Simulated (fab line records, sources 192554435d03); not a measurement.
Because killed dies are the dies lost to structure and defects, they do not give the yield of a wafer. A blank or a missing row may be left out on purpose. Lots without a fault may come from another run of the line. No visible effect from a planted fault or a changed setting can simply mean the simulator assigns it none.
Lot-split experiment | flow n5_finfet | 21 wafers read from 7 lots, route of 1938 steps

## ABOUT THE SPLIT
At N5_BEOL_M7_DESCUM_33 (chemistry O2, time 7 s), the setting time_s was moved away from the recipe's 7 s on 7 of the 21 wafers read, by -9.2% to +22.3%. All remaining wafers had this setting at the recipe value.

The file shows no step between the split and the reading.

## THE READING
CAR-EUV_of_BEOL_M7_COAT_22.thk_nm (the simulator's own value, which no gauge read), in nm, at N5_BEOL_M7_ETCH_72 (etches underlayer in N2/H2, target depth 6.5 nm, time 5.2 s). The file gives no usual value for it. The 14 wafers here that ran the recipe average 20.3 nm, standard deviation 0.13 nm.

wafer  | tool, chamber at the split | time_s as run, s | against the recipe | CAR-EUV_of_BEOL_M7_COAT_22.thk_nm, nm | against lot-mates on the recipe
L077.2 | rie_diel-02, 2,0,3         | 7                | recipe             | 20.2                                  | -
L077.3 | rie_diel-02, 2,0,3         | 7                | recipe             | 20.4                                  | -
L077.4 | rie_diel-02, 2,0,3         | 7                | recipe             | 20.4                                  | -
L078.2 | rie_diel-04, 2,0           | 7                | recipe             | 20.2                                  | -
L078.5 | rie_diel-04, 2,0           | 7                | recipe             | 20.2                                  | -
L078.6 | rie_diel-04, 1             | 8.436            | +20.5%             | 19.6                                  | -0.6
L082.1 | rie_diel-04, 1             | 8.24             | +17.7%             | 19.8                                  | -0.4
L082.2 | rie_diel-04, 3             | 8.24             | +17.7%             | 19.6                                  | -0.6
L082.5 | rie_diel-04, 3             | 7                | recipe             | 20.2                                  | -
L088.1 | rie_diel-04, 3,2,0         | 7                | recipe             | 20.4                                  | -
L088.4 | rie_diel-04, 3,2,0         | 7                | recipe             | 20.4                                  | -
L088.3 | rie_diel-04, 3,2,0         | 7                | recipe             | 20.6                                  | -
L089.2 | rie_diel-03, 3,1,0         | 7                | recipe             | 20.2                                  | -
L089.3 | rie_diel-03, 3,1,0         | 7                | recipe             | 20.2                                  | -
L089.4 | rie_diel-03, 3,1,0         | 7                | recipe             | 20.2                                  | -
L094.1 | rie_diel-03, 0             | 8.56             | +22.3%             | 19.6                                  | -0.6
L094.2 | rie_diel-03, 3             | 8.56             | +22.3%             | 19.4                                  | -0.8
L094.3 | rie_diel-03, 1             | 7                | recipe             | 20.2                                  | -
L096.1 | rie_diel-02, 2,3           | 6.355            | -9.2%              | 20.8                                  | +0.4
L096.3 | rie_diel-02, 2,3           | 6.355            | -9.2%              | 20.8                                  | +0.4
L096.2 | rie_diel-02, 1             | 7                | recipe             | 20.4                                  | -
Rows listing several chambers each stand for several wafers; the file does not say which wafer went through which chamber.

FIT RESULTS
A straight line over all 21 wafers: CAR-EUV_of_BEOL_M7_COAT_22.thk_nm changes by -0.0374 nm for each +1% of time_s; r = -0.95; the points scatter about the line by 0.13 nm.
The same after taking each lot's own level away (the mean of its wafers on the recipe; 21 wafers): -0.0317 nm for each +1%; r = -0.97; scatter 0.079 nm.
According to that fit, moving time_s by its largest amount changes the reading by 0.71 nm.
From 20.20 to 20.47 nm: that is the span of the lots' own levels, equal to 2.1 times the standard deviation above.
Hence the slope depends on the lot-to-lot level, as the two fits are not the same.
Check: for one of the wafers moved furthest among these (+22.3%), held out of the fit, the line's prediction against its lot-mates is -0.714 nm. Against them it came out at -0.6 nm.

## THESE WAFERS: OTHER SPLITS
Before the reading, these wafers also passed through other splits. Each is held against what the fit with the lots' levels taken away leaves over:
other split on the same wafers   | wafers away from the commonest value | r with CAR-EUV_of_BEOL_M7_COAT_22.thk_nm (lot level and that fit taken away)
N5_BEOL_M4_COAT_22 spin_rpm      | 6                                    | -0.26
N5_BEOL_M5_EXPOSE_08 dose_mj     | 6                                    | +0.07
N5_BEOL_M5_VIA_ETCH_34 bias_w    | 9                                    | +0.20
N5_BEOL_M5_TRENCH_ETCH_37 bias_w | 7                                    | -0.30
N5_BEOL_M6_TRENCH_ETCH_37 bias_w | 9                                    | -0.10

## THE WHOLE CHAIN: every reading that the file lists as answering this split, in the file's order
step                 | what it does                                                | reading                                                                            | change (the file's fit)                | r (the file's)
N5_BEOL_M7_DESCUM_33 | chemistry O2, time 7 s                                      | CAR-EUV_of_BEOL_M7_COAT_22.thk_nm (the simulator's own value, which no gauge read) | -0.0339 nm for each +1% of the setting | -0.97
N5_BEOL_M7_ETCH_72   | etches underlayer in N2/H2, target depth 6.5 nm, time 5.2 s | CAR-EUV_of_BEOL_M7_COAT_22.thk_nm (the simulator's own value, which no gauge read) | -0.0307 nm for each +1% of the setting | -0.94

## FILE'S OWN FIT
CAR-EUV_of_BEOL_M7_COAT_22.thk_nm changes by -0.0307 nm for each +1% of time_s, r = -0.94.
